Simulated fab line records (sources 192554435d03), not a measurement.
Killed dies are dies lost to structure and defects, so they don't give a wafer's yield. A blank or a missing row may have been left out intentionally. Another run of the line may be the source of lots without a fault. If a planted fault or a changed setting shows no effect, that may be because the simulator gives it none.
fab line records    flow n5Finfet
record: lots: 24  wafers: 72  lastDay: 18
route steps=1938 shown BEOL_M4@1071 BEOL_M5@1115
lots with no fault: from the same line, run without faults
startH: hours from the record's opening day to when the first of the lot's shown wafers began    waitH: hours since the lot's step before    " identical to the entry in the row above    L1.1+2: a row that stands for several wafers    - no value present, or no start provided    * or withheld: withheld    < > ~ a bound
route shown NAME@n: names a module that has steps shown in the file, with the first one's number in the route    usual: mean/standard deviation taken from wafers without a fault    same: alike in all rows    chamber/n: place in a boat    sites: the reading at each site    _std_site: their standard deviation    _edge_site: inner sites' mean taken away from outer sites' mean    radiusMm: for every site, how far away it sits from the centre of the wafer    mask NAME#n: copy n    behind: tool/chamber where the wafer was last shaped    hold: what put the lot on hold/how long, in hours/how the hold closed    device: whichever transistor did not switch (one of n, p or np)    end of line: the same wafers' tests at the end of the route    a step without rows: its recipe alone    killed: dies lost to structure and defects at the first sort, not the wafer's yield    map: a wafer's dies, x killed, . not, _ none there
set.NAME: the setting as run; set.NAME@STEP: as run at that earlier step    model.NAME: the simulator's own value behind a step, which no gauge read
one table for each step of the route and one row for each wafer, over a sample of lots
services: a tool's chamber out of use, with start hour (startH, from the record's first day; less than 0 if before it), hours out, and reason
== steps ==
step: N5_BEOL_M4_ETCH_41
recipe: chemistry: CH3F/O2  target: SiCN  targetDepthA: 299  taperDeg: 2  timeS: 52.5  ionEnergyEv: 120  maskMaterial: TiN  pressureMtorr: 30  sourceW: 395  biasW: 75  Ar_flow_sccm: 150  CH3F_flow_sccm: 30  O2_flow_sccm: 20
usual: O2_flow_sccm: 20.01/0.054  drypumpMotorCurrentA: 5.6/0.49  oesProductAu: 0.78/0.061  rfVppV: 297.8/1.7  showerheadPlenumPTorr: 2.03/0.07  throttleValvePct: 16.42/0.16
lot.wafer  tool        chamber  startH  waitH  O2_flow_sccm  drypumpMotorCurrentA  oesProductAu  rfHoursCounterH  rfVppV  showerheadPlenumPTorr  throttleValvePct
L076.1     rieDiel-03  2        -       -      19.96         5.3                   0.77          120              299.3   2.02                   16.68
L076.3     "           1        "       "      19.94         5.2                   0.80          115              298.1   2.01                   16.30
L076.6     "           3        "       "      20.07         6.3                   0.68          -                295.6   1.91                   16.77
L077.1     rieDiel-05  2        -       -      19.90         5.6                   0.87          53               298.6   2.13                   16.33
L077.3     "           1        "       "      20.06         5.6                   0.84          74               295.5   1.94                   16.23
L077.6     "           0        "       "      20.16         6.1                   0.81          -                295.0   1.95                   16.52
L075.2     rieDiel-03  2        -       -      20.03         5.3                   0.75          124              297.1   2.02                   16.68
L075.4     "           3        "       "      20.05         6.3                   0.68          240              294.2   1.91                   16.76
L075.6     "           0        "       "      19.99         5.7                   0.75          -                299.3   2.07                   16.30
L078.3     rieDiel-05  0        -       -      19.92         6.2                   0.82          82               296.7   1.95                   16.52
L078.4     "           1        "       "      19.98         5.7                   0.85          77               295.8   1.93                   16.23
L078.5     "           1        "       "      20.10         5.6                   0.84          -                295.3   1.94                   16.22
L080.1     rieDiel-03  1        -       -      19.87         5.2                   0.78          124              297.9   2.01                   16.33
L080.3     "           0        "       "      20.01         5.7                   0.74          153              300.4   2.07                   16.30
L080.6     "           0        "       "      19.88         5.7                   0.74          -                300.0   2.07                   16.31
L074.1     rieDiel-05  0        -       -      20.00         6.2                   0.81          85               295.2   1.94                   16.52
L074.5     "           1        "       "      20.01         5.6                   0.84          -                295.1   1.93                   16.23
L074.6     "           2        "       "      20.07         5.6                   0.87          -                300.3   2.13                   16.34
L081.2     rieDiel-01  1        -       -      19.98         5.2                   0.84          62               297.4   2.03                   16.28
L081.3     "           2        "       "      19.96         5.0                   0.73          191              300.3   2.07                   16.63
L081.5     "           3        "       "      19.88         5.3                   0.70          -                299.0   2.07                   16.40
L079.3     rieDiel-05  2        -       -      19.91         5.6                   0.86          61               300.0   2.13                   16.36
L079.4     "           1        "       "      20.04         5.7                   0.84          83               296.1   1.93                   16.23
L079.6     "           1        "       "      20.07         5.7                   0.83          -                296.9   1.93                   16.23
L082.1     rieDiel-03  1        -       -      20.03         5.2                   0.78          127              297.3   2.01                   16.32
L082.2     "           2        "       "      20.03         5.3                   0.75          132              296.6   2.02                   16.70
L082.4     "           0        "       "      19.98         5.7                   0.75          156              298.8   2.07                   16.31
L083.1     rieDiel-03  1        -       -      20.05         5.2                   0.77          135              296.4   2.00                   16.33
L083.2     "           0        "       "      19.90         5.7                   0.74          164              299.5   2.07                   16.31
L083.4     "           1        "       "      20.00         5.3                   0.77          -                297.6   2.00                   16.36
L084.1     rieDiel-05  0        -       -      20.05         6.2                   0.80          94               295.9   1.94                   16.54
L084.2     "           3        "       "      19.97         4.6                   0.81          82               298.7   2.11                   16.41
L084.6     "           2        "       "      19.97         5.6                   0.86          -                300.3   2.12                   16.36
L085.2     rieDiel-03  1        -       -      19.96         5.2                   0.77          136              298.6   2.00                   16.34
L085.3     "           0        "       "      20.02         5.7                   0.74          165              298.6   2.07                   16.33
L085.6     "           1        "       "      20.05         5.2                   0.77          -                297.7   2.00                   16.33
L086.1     rieDiel-01  0        -       -      20.02         6.3                   0.78          117              297.9   2.01                   16.18
L086.3     "           3        "       "      20.00         5.4                   0.70          209              297.0   2.07                   16.41
L086.6     "           0        "       "      19.97         6.4                   0.79          -                297.0   2.01                   16.17
L088.2     rieDiel-01  3        -       -      20.06         5.4                   0.69          215              299.3   2.07                   16.43
L088.3     "           1        "       "      19.94         5.3                   0.83          75               297.0   2.03                   16.29
L088.5     "           0        "       "      20.06         6.3                   0.78          -                298.4   2.01                   16.17
L090.1     rieDiel-05  2        -       -      20.03         5.6                   0.83          85               299.4   2.12                   16.41
L090.4     "           3        "       "      20.04         4.6                   0.80          -                299.5   2.11                   16.45
L090.5     "           2        "       "      19.94         5.6                   0.83          -                300.5   2.12                   16.40
L089.2     rieDiel-03  1        -       -      19.99         5.2                   0.76          152              297.8   2.00                   16.38
L089.3     "           2        "       "      19.94         5.3                   0.73          157              296.2   2.01                   16.75
L089.4     "           3        "       "      20.01         6.3                   0.95          17               298.9   2.16                   16.36
L087.1     rieDiel-03  1        -       -      19.96         5.2                   0.76          152              297.0   2.00                   16.36
L087.3     "           3        "       "      20.11         6.4                   0.95          17               299.3   2.16                   16.37
L087.6     "           0        "       "      20.00         5.7                   0.73          -                298.7   2.06                   16.34
L091.3     rieDiel-01  3        -       -      19.98         5.3                   0.70          219              297.4   2.07                   16.43
L091.5     "           0        "       "      19.95         6.4                   0.78          -                296.7   2.01                   16.20
L091.6     "           3        "       "      20.02         5.3                   0.69          -                298.4   2.07                   16.42
L092.3     rieDiel-03  2        -       -      19.98         5.3                   0.73          158              297.4   2.01                   16.73
L092.4     "           1        "       "      19.99         5.2                   0.76          153              297.7   2.00                   16.37
L092.6     "           2        "       "      19.94         5.3                   0.73          -                296.5   2.01                   16.74
L093.1     rieDiel-03  0        -       -      19.93         5.6                   0.72          190              297.9   2.06                   16.37
L093.2     "           1        "       "      20.03         5.2                   0.76          159              298.4   2.00                   16.37
L093.4     "           2        "       "      20.00         5.3                   0.71          165              297.5   2.01                   16.77
L094.1     rieDiel-05  2        -       -      20.03         5.6                   0.81          98               299.3   2.11                   16.44
L094.2     "           1        "       "      19.98         5.6                   0.81          114              295.1   1.92                   16.30
L094.5     "           0        "       "      19.97         6.2                   0.77          -                295.6   1.93                   16.57
L095.2     rieDiel-03  3        -       -      19.95         6.3                   0.91          29               299.8   2.15                   16.38
L095.3     "           2        "       "      20.10         5.3                   0.72          169              297.3   2.01                   16.76
L095.4     "           1        "       "      19.99         5.2                   0.74          162              297.4   2.00                   16.38
L096.2     rieDiel-05  1        -       -      19.99         5.7                   0.79          117              295.7   1.92                   16.28
L096.3     "           3        "       "      20.00         4.6                   0.77          114              298.9   2.10                   16.47
L096.4     "           0        "       "      20.02         6.2                   0.78          120              297.0   1.93                   16.61
L097.2     rieDiel-05  2        -       -      19.91         5.6                   0.81          102              299.5   2.11                   16.42
L097.4     "           3        "       "      20.00         4.6                   0.78          116              300.4   2.10                   16.49
L097.5     "           2        "       "      19.96         5.6                   0.82          -                299.6   2.11                   16.43
step: N5_BEOL_M4_PRE_CLEAN_45
recipe: gas: H2/He  timeS: 30  tempC: 250
usual: heaterPowerW: 317/26
lot.wafer  tool           chamber  startH  waitH  heaterPowerW
L076.1     pvdSputter-02  -        183.94  0.0    361
L076.3     "              -        "       "      294
L076.6     "              -        "       "      362
L077.1     pvdSputter-03  -        187.39  0.0    320
L077.3     "              -        "       "      298
L077.6     "              -        "       "      286
L075.2     pvdSputter-02  -        190.02  0.0    290
L075.4     "              -        "       "      375
L075.6     "              -        "       "      295
L078.3     pvdSputter-03  -        198.27  0.0    319
L078.4     "              -        "       "      297
L078.5     "              -        "       "      281
L080.1     pvdSputter-01  -        207.56  0.0    321
L080.3     "              -        "       "      312
L080.6     "              -        "       "      314
L074.1     pvdSputter-01  -        207.84  0.0    316
L074.5     "              -        "       "      310
L074.6     "              -        "       "      335
L081.2     pvdSputter-01  -        212.60  0.0    336
L081.3     "              -        "       "      314
L081.5     "              -        "       "      324
L079.3     pvdSputter-01  -        212.68  0.0    313
L079.4     "              -        "       "      316
L079.6     "              -        "       "      335
L082.1     pvdSputter-03  -        216.07  0.0    290
L082.2     "              -        "       "      324
L082.4     "              -        "       "      318
L083.1     pvdSputter-01  -        231.83  0.0    319
L083.2     "              -        "       "      326
L083.4     "              -        "       "      334
L084.1     pvdSputter-03  -        231.85  0.0    277
L084.2     "              -        "       "      319
L084.6     "              -        "       "      308
L085.2     pvdSputter-03  -        236.21  0.0    321
L085.3     "              -        "       "      290
L085.6     "              -        "       "      275
L086.1     pvdSputter-03  -        255.00  0.0    308
L086.3     "              -        "       "      320
L086.6     "              -        "       "      280
L088.2     pvdSputter-01  -        271.03  0.0    330
L088.3     "              -        "       "      317
L088.5     "              -        "       "      307
L090.1     pvdSputter-03  -        277.75  0.0    286
L090.4     "              -        "       "      335
L090.5     "              -        "       "      293
L089.2     pvdSputter-01  -        277.79  0.0    334
L089.3     "              -        "       "      309
L089.4     "              -        "       "      305
L087.1     pvdSputter-02  -        277.95  0.0    295
L087.3     "              -        "       "      374
L087.6     "              -        "       "      372
L091.3     pvdSputter-01  -        282.29  0.0    326
L091.5     "              -        "       "      324
L091.6     "              -        "       "      322
L092.3     pvdSputter-03  -        282.48  0.0    312
L092.4     "              -        "       "      275
L092.6     "              -        "       "      288
L093.1     pvdSputter-03  -        303.62  0.0    283
L093.2     "              -        "       "      327
L093.4     "              -        "       "      321
L094.1     pvdSputter-02  -        310.31  0.0    374
L094.2     "              -        "       "      385
L094.5     "              -        "       "      295
L095.2     pvdSputter-03  -        313.98  0.0    294
L095.3     "              -        "       "      328
L095.4     "              -        "       "      276
L096.2     pvdSputter-01  -        317.60  0.0    317
L096.3     "              -        "       "      339
L096.4     "              -        "       "      331
L097.2     pvdSputter-02  -        322.16  0.0    305
L097.4     "              -        "       "      371
L097.5     "              -        "       "      293
step: N5_BEOL_M4_ANNEAL_80
recipe: tempC: 400  timeS: 240  ambient: vacuum
usual: heaterPowerW: 795/72
lot.wafer  tool           chamber  startH  waitH  heaterPowerW
L076.1     pvdSputter-02  -        185.06  0.0    888
L076.3     "              -        "       "      756
L076.6     "              -        "       "      725
L077.1     pvdSputter-03  -        188.31  0.0    809
L077.3     "              -        "       "      693
L077.6     "              -        "       "      697
L075.2     pvdSputter-03  -        190.96  0.0    705
L075.4     "              -        "       "      708
L075.6     "              -        "       "      693
L078.3     pvdSputter-03  -        199.37  0.0    787
L078.4     "              -        "       "      705
L078.5     "              -        "       "      809
L080.1     pvdSputter-02  -        208.71  0.0    948
L080.3     "              -        "       "      732
L080.6     "              -        "       "      973
L074.1     pvdSputter-01  -        210.24  0.0    810
L074.5     "              -        "       "      791
L074.6     "              -        "       "      824
L081.2     pvdSputter-01  -        213.42  0.0    795
L081.3     "              -        "       "      793
L081.5     "              -        "       "      830
L079.3     pvdSputter-02  -        213.57  0.0    961
L079.4     "              -        "       "      910
L079.6     "              -        "       "      947
L082.1     pvdSputter-03  -        217.05  0.0    811
L082.2     "              -        "       "      703
L082.4     "              -        "       "      739
L083.1     pvdSputter-01  -        232.71  0.0    843
L083.2     "              -        "       "      773
L083.4     "              -        "       "      805
L084.1     pvdSputter-02  -        233.14  0.0    933
L084.2     "              -        "       "      724
L084.6     "              -        "       "      929
L085.2     pvdSputter-02  -        238.22  0.0    728
L085.3     "              -        "       "      943
L085.6     "              -        "       "      935
L086.1     pvdSputter-03  -        256.14  0.0    786
L086.3     "              -        "       "      798
L086.6     "              -        "       "      722
L088.2     pvdSputter-03  -        272.03  0.0    776
L088.3     "              -        "       "      691
L088.5     "              -        "       "      714
L090.1     pvdSputter-01  -        278.87  0.0    814
L090.4     "              -        "       "      816
L090.5     "              -        "       "      801
L089.2     pvdSputter-02  -        278.92  0.0    744
L089.3     "              -        "       "      729
L089.4     "              -        "       "      919
L087.1     pvdSputter-01  -        280.71  0.0    795
L087.3     "              -        "       "      818
L087.6     "              -        "       "      803
L091.3     pvdSputter-02  -        283.11  0.0    936
L091.5     "              -        "       "      930
L091.6     "              -        "       "      720
L092.3     pvdSputter-03  -        283.29  0.0    709
L092.4     "              -        "       "      715
L092.6     "              -        "       "      789
L093.1     pvdSputter-01  -        304.50  0.0    807
L093.2     "              -        "       "      779
L093.4     "              -        "       "      796
L094.1     pvdSputter-01  -        311.26  0.0    794
L094.2     "              -        "       "      776
L094.5     "              -        "       "      766
L095.2     pvdSputter-03  -        314.96  0.0    718
L095.3     "              -        "       "      731
L095.4     "              -        "       "      809
L096.2     pvdSputter-03  -        320.14  0.0    714
L096.3     "              -        "       "      816
L096.4     "              -        "       "      804
L097.2     pvdSputter-03  -        323.06  0.0    713
L097.4     "              -        "       "      802
L097.5     "              -        "       "      743
step: N5_BEOL_M4_PRE_CLEAN_60
recipe: gas: NH3/H2  timeS: 15  tempC: *  rfPowerW: 300
usual: heaterPowerW: 95/17
lot.wafer  tool      chamber  startH  waitH  heaterPowerW
L076.1     cvdCo-02  1        187.37  0.1    111
L076.3     "         0        "       "      95
L076.6     "         2        "       "      57
L077.1     cvdCo-02  0        190.67  0.0    97
L077.3     "         1        "       "      112
L077.6     "         2        "       "      58
L075.2     cvdCo-02  1        193.24  0.0    109
L075.4     "         0        "       "      94
L075.6     "         2        "       "      58
L078.3     cvdCo-01  0        201.65  0.0    93
L078.4     "         2        "       "      93
L078.5     "         1        "       "      113
L080.1     cvdCo-01  2        210.99  0.0    94
L080.3     "         1        "       "      118
L080.6     "         1        "       "      115
L074.1     cvdCo-02  2        212.76  0.2    61
L074.5     "         2        "       "      59
L074.6     "         1        "       "      112
L081.2     cvdCo-01  2        215.70  0.0    94
L081.3     "         1        "       "      114
L081.5     "         1        "       "      112
L079.3     cvdCo-01  0        215.85  0.0    91
L079.4     "         1        "       "      112
L079.6     "         2        "       "      93
L082.1     cvdCo-02  2        219.54  0.0    59
L082.2     "         1        "       "      112
L082.4     "         1        "       "      108
L083.1     cvdCo-01  2        235.00  0.0    93
L083.2     "         1        "       "      115
L083.4     "         0        "       "      92
L084.1     cvdCo-02  2        235.43  0.0    59
L084.2     "         1        "       "      110
L084.6     "         2        "       "      56
L085.2     cvdCo-01  2        240.53  0.0    94
L085.3     "         1        "       "      116
L085.6     "         1        "       "      114
L086.1     cvdCo-02  1        258.77  0.0    109
L086.3     "         0        "       "      93
L086.6     "         0        "       "      97
L088.2     cvdCo-01  1        274.38  0.1    113
L088.3     "         2        "       "      94
L088.5     "         2        "       "      93
L090.1     cvdCo-01  1        281.16  0.0    115
L090.4     "         2        "       "      92
L090.5     "         0        "       "      95
L089.2     cvdCo-01  2        281.44  0.0    91
L089.3     "         1        "       "      112
L089.4     "         1        "       "      114
L087.1     cvdCo-01  2        283.32  0.0    96
L087.3     "         0        "       "      94
L087.6     "         0        "       "      91
L091.3     cvdCo-02  1        285.40  0.0    112
L091.5     "         0        "       "      95
L091.6     "         2        "       "      57
L092.3     cvdCo-01  0        286.11  0.0    92
L092.4     "         1        "       "      115
L092.6     "         0        "       "      92
L093.1     cvdCo-01  1        306.79  0.0    116
L093.2     "         0        "       "      91
L093.4     "         2        "       "      95
L094.1     cvdCo-02  0        313.55  0.0    97
L094.2     "         2        "       "      60
L094.5     "         0        "       "      97
L095.2     cvdCo-01  0        317.54  0.0    91
L095.3     "         1        "       "      116
L095.4     "         0        "       "      94
L096.2     cvdCo-01  2        322.43  0.0    92
L096.3     "         0        "       "      93
L096.4     "         2        "       "      95
L097.2     cvdCo-02  0        325.35  0.0    99
L097.4     "         1        "       "      110
L097.5     "         2        "       "      58
step: N5_BEOL_M4_DEP_57
recipe: material: SiCN  targetThkA: 80  tempC: withheld  precursor: 3MS/NH3  pressureTorr: 3  rfW: 202  timeS: 14
usual: showerheadPlenumPTorr: 3.666/0.0088  throttleValvePct: 8.9/0.32
lot.wafer  tool      chamber  startH  waitH  showerheadPlenumPTorr  throttleValvePct
L076.1     pecvd-03  2        187.52  0.0    3.666                  9.2
L076.3     "         1        "       "      3.678                  9.1
L076.6     "         0        "       "      3.654                  8.3
L077.1     pecvd-03  0        190.82  0.0    3.658                  8.5
L077.3     "         2        "       "      3.669                  9.4
L077.6     "         1        "       "      3.664                  8.9
L075.2     pecvd-03  1        193.41  0.0    3.672                  9.0
L075.4     "         1        "       "      3.669                  8.6
L075.6     "         2        "       "      3.680                  9.4
L078.3     pecvd-01  1        201.81  0.0    3.651                  9.1
L078.4     "         0        "       "      3.677                  9.2
L078.5     "         1        "       "      3.659                  9.4
L080.1     pecvd-02  2        211.15  0.0    3.667                  8.5
L080.3     "         1        "       "      3.660                  9.1
L080.6     "         2        "       "      3.662                  8.4
L074.1     pecvd-02  0        212.91  0.0    3.661                  8.7
L074.5     "         0        "       "      3.664                  8.7
L074.6     "         1        "       "      3.669                  9.1
L081.2     pecvd-03  0        215.87  0.0    3.665                  8.4
L081.3     "         0        "       "      3.665                  8.5
L081.5     "         0        "       "      3.666                  8.3
L079.3     pecvd-02  2        216.01  0.0    3.662                  8.5
L079.4     "         1        "       "      3.668                  9.1
L079.6     "         2        "       "      3.665                  8.6
L082.1     pecvd-02  2        219.70  0.0    3.664                  8.4
L082.2     "         1        "       "      3.667                  8.9
L082.4     "         0        "       "      3.671                  8.6
L083.1     pecvd-01  0        235.17  0.0    3.680                  9.5
L083.2     "         1        "       "      3.651                  9.5
L083.4     "         1        "       "      3.641                  9.4
L084.1     pecvd-02  2        235.59  0.0    3.673                  8.7
L084.2     "         0        "       "      3.662                  8.6
L084.6     "         2        "       "      3.671                  8.4
L085.2     pecvd-02  2        240.70  0.0    3.677                  8.6
L085.3     "         0        "       "      3.656                  8.8
L085.6     "         0        "       "      3.670                  8.6
L086.1     pecvd-02  2        258.94  0.0    3.664                  8.7
L086.3     "         2        "       "      3.671                  8.6
L086.6     "         2        "       "      3.659                  8.6
L088.2     pecvd-01  0        274.54  0.0    3.693                  9.1
L088.3     "         2        "       "      3.661                  8.7
L088.5     "         0        "       "      3.677                  8.9
L090.1     pecvd-03  0        281.31  0.0    3.661                  8.7
L090.4     "         0        "       "      3.654                  8.4
L090.5     "         1        "       "      3.671                  9.1
L089.2     pecvd-02  1        281.61  0.0    3.679                  8.8
L089.3     "         0        "       "      3.670                  8.7
L089.4     "         1        "       "      3.672                  9.1
L087.1     pecvd-02  0        283.49  0.0    3.671                  9.0
L087.3     "         1        "       "      3.671                  9.3
L087.6     "         1        "       "      3.666                  9.0
L091.3     pecvd-02  1        285.58  0.0    3.668                  9.2
L091.5     "         0        "       "      3.669                  8.8
L091.6     "         1        "       "      3.661                  9.1
L092.3     pecvd-01  2        286.26  0.0    3.656                  9.2
L092.4     "         0        "       "      3.681                  9.3
L092.6     "         2        "       "      3.649                  9.0
L093.1     pecvd-03  0        306.96  0.0    3.666                  8.7
L093.2     "         1        "       "      3.664                  9.1
L093.4     "         0        "       "      3.651                  8.7
L094.1     pecvd-01  2        313.70  0.0    3.660                  9.0
L094.2     "         0        "       "      3.680                  9.3
L094.5     "         1        "       "      3.657                  9.5
L095.2     pecvd-02  0        317.72  0.0    3.668                  8.8
L095.3     "         1        "       "      3.662                  8.9
L095.4     "         0        "       "      3.662                  8.7
L096.2     pecvd-01  0        322.58  0.0    3.679                  9.3
L096.3     "         1        "       "      3.655                  9.1
L096.4     "         0        "       "      3.683                  9.5
L097.2     pecvd-02  1        325.50  0.0    3.663                  8.9
L097.4     "         0        "       "      3.667                  9.0
L097.5     "         2        "       "      3.672                  8.3
step: N5_BEOL_M5_PECVD_70
recipe: material: SiO2  targetThkA: 160  tempC: 400  precursor: TEOS/O2  pressureTorr: 5.5  rfW: 450  teosFlowSccm: 53.8  gas: O2  flowSccm: 3000  timeS: 18
usual: heaterPowerW: 727/91  showerheadPlenumPTorr: 8.79/0.064  throttleValvePct: 22.9/1.2
lot.wafer  tool      chamber  startH  waitH  heaterPowerW  showerheadPlenumPTorr  throttleValvePct
L076.1     pecvd-01  1        189.71  0.0    788           8.70                   23.5
L076.3     "         1        "       "      753           8.71                   23.4
L076.6     "         1        "       "      740           8.71                   23.0
L077.1     pecvd-04  1        192.51  0.0    647           8.90                   26.3
L077.3     "         0        "       "      671           8.78                   22.6
L077.6     "         2        "       "      845           8.77                   22.6
L075.2     pecvd-04  1        195.29  0.0    561           8.91                   26.0
L075.4     "         0        "       "      680           8.77                   22.6
L075.6     "         1        "       "      564           8.92                   26.1
L078.3     pecvd-02  0        203.50  0.0    718           8.79                   21.7
L078.4     "         1        "       "      704           8.76                   22.4
L078.5     "         2        "       "      570           8.83                   21.0
L080.1     pecvd-04  0        212.84  0.0    648           8.79                   22.7
L080.3     "         2        "       "      739           8.79                   22.5
L080.6     "         0        "       "      646           8.77                   22.5
L074.1     pecvd-01  2        214.62  0.0    615           8.74                   22.1
L074.5     "         1        "       "      755           8.72                   23.2
L074.6     "         0        "       "      871           8.88                   23.4
L081.2     pecvd-04  1        217.58  0.0    548           8.93                   26.3
L081.3     "         2        "       "      851           8.76                   22.9
L081.5     "         2        "       "      842           8.78                   22.7
L079.3     pecvd-01  2        217.72  0.0    713           8.74                   22.1
L079.4     "         1        "       "      843           8.72                   23.2
L079.6     "         2        "       "      711           8.76                   21.9
L082.1     pecvd-01  2        221.88  0.0    753           8.74                   22.0
L082.2     "         1        "       "      805           8.71                   22.9
L082.4     "         2        "       "      737           8.76                   22.1
L083.1     pecvd-02  0        236.86  0.0    811           8.78                   21.7
L083.2     "         2        "       "      602           8.80                   21.1
L083.4     "         0        "       "      799           8.79                   21.4
L084.1     pecvd-04  1        237.28  0.0    622           8.91                   26.2
L084.2     "         2        "       "      760           8.79                   22.7
L084.6     "         1        "       "      622           8.92                   26.1
L085.2     pecvd-01  2        242.43  0.0    620           8.74                   22.5
L085.3     "         1        "       "      762           8.71                   23.5
L085.6     "         0        "       "      716           8.85                   22.7
L086.1     pecvd-01  2        260.65  0.0    682           8.76                   22.3
L086.3     "         1        "       "      808           8.72                   23.2
L086.6     "         1        "       "      790           8.72                   23.3
L088.2     pecvd-01  0        276.23  0.0    847           8.85                   22.7
L088.3     "         2        "       "      745           8.74                   22.1
L088.5     "         2        "       "      727           8.76                   22.1
L090.1     pecvd-01  2        283.00  0.0    660           8.73                   22.1
L090.4     "         2        "       "      646           8.77                   22.4
L090.5     "         0        "       "      849           8.88                   23.0
L089.2     pecvd-01  0        283.35  0.0    857           8.87                   22.7
L089.3     "         2        "       "      649           8.75                   22.2
L089.4     "         2        "       "      644           8.75                   22.4
L087.1     pecvd-04  0        285.21  0.0    661           8.76                   22.9
L087.3     "         1        "       "      650           8.95                   26.3
L087.6     "         2        "       "      838           8.80                   23.0
L091.3     pecvd-04  0        287.32  0.0    669           8.78                   22.5
L091.5     "         2        "       "      735           8.79                   22.8
L091.6     "         1        "       "      635           8.91                   26.2
L092.3     pecvd-04  0        288.21  0.0    656           8.77                   22.9
L092.4     "         2        "       "      818           8.78                   22.8
L092.6     "         1        "       "      616           8.90                   26.3
L093.1     pecvd-02  0        308.67  0.0    744           8.78                   21.8
L093.2     "         1        "       "      707           8.78                   22.7
L093.4     "         1        "       "      710           8.79                   22.5
L094.1     pecvd-01  0        315.39  0.0    829           8.86                   23.1
L094.2     "         1        "       "      798           8.70                   22.9
L094.5     "         1        "       "      792           8.70                   23.1
L095.2     pecvd-01  2        319.90  0.0    707           8.74                   22.1
L095.3     "         0        "       "      811           8.87                   22.7
L095.4     "         2        "       "      695           8.76                   22.4
L096.2     pecvd-01  0        324.28  0.0    875           8.85                   23.0
L096.3     "         2        "       "      715           8.74                   22.6
L096.4     "         1        "       "      734           8.72                   23.1
L097.2     pecvd-02  2        327.20  0.0    501           8.79                   21.1
L097.4     "         1        "       "      835           8.78                   22.6
L097.5     "         2        "       "      495           8.81                   21.5
== services ==
tool        chamber  startH  hours  kind
rieDiel-05  1        160.48  5.4    repair
pecvd-03    -        165.77  0.7    repair
pecvd-04    2        168.49  7.5    repair
rieDiel-01  0        168.70  6.0    repair
cvdCo-02    -        185.55  0.8    repair
cvdCo-01    0        196.13  2.6    repair
cvdCo-01    -        197.12  0.5    repair
cvdCo-02    -        198.07  14.6   pm
rieDiel-03  3        216.77  -      clean
rieDiel-03  3        216.77  -      consumableReplace:focusRing
rieDiel-03  3        216.77  -      consumableReplace:showerhead
rieDiel-03  3        216.77  18.6   scheduledDown
rieDiel-01  0        228.17  6.0    repair
pecvd-02    1        238.05  21.2   repair
rieDiel-01  -        238.12  15.6   pm
pecvd-01    2        254.64  5.5    scheduledDown
pecvd-02    -        260.45  0.9    repair
rieDiel-01  1        263.76  3.0    repair
pecvd-01    -        276.86  5.5    pm
pecvd-02    0        289.71  5.5    scheduledDown
pecvd-02    1        295.17  5.0    scheduledDown
pecvd-02    0        317.96  2.1    scheduledDown
rieDiel-01  -        322.39  0.2    repair
pecvd-01    1        326.34  5.5    scheduledDown
== key ==
fault none
